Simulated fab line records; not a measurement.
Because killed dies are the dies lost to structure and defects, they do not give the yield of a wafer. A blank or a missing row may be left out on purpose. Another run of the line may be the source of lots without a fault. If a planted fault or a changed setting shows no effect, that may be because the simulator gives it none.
What tool caused it?	flow nandHarc	12 lots (36 wafers sampled), 1 step of a 1302-step route

## WHAT EACH GAUGE READ, for each wafer
NHARC_A_CONTACT_CD_MEAS_15.
lot	measured	on	cdNm (nm)
L074	day 23 10:09	cdSem-02	189.9 190.1 190.0
L076	day 23 22:22	cdSem-03	189.7 189.2 190.0
L079	day 24 18:25	cdSem-02	189.9 189.6 190.0
L080	day 25 03:28	cdSem-01	190.4 190.3 190.0
L083	day 26 22:26	cdSem-03	191.2 190.7 191.6
L085	day 27 05:17	cdSem-01	190.6 190.7 191.2
L087	day 27 14:14	cdSem-01	190.3 190.3 189.7
L088	day 28 12:39	cdSem-03	191.3 191.4 189.8
L092	day 30 06:59	cdSem-03	190.1 189.4 188.8
L093	day 30 11:15	cdSem-01	189.7 190.9 190.5
L095	day 31 16:10	cdSem-03	190.0 190.5 189.9
L096	day 32 15:16	cdSem-02	190.3 189.0 189.3

## WHAT TOOL EACH LOT RAN ON (gives the tool, then ch and the chambers of the sampled wafers, and finally the start)
There is no process step in the record ahead of these readings.

## THE ANSWER, worked out from the rows above alone
Rule: the usual values come from the lots themselves. Put in order of their means at a reading, lots are off if they are a third of the lots or fewer, leave a main group of 4 or more, and stand apart from it by a gap of 3 or more times the standard deviation of the main group's means; of several such gaps the widest counts. Not used: any main group whose means are identical at the precision the tables above print for the reading. Also off: a lot with no number at a reading for which 4 or more lots have one. All remaining lots with rows at the step are treated as sound.
None of the lots is off at any reading shown; this tells nothing.

## WHAT THE SIMULATOR HAD INSERTED
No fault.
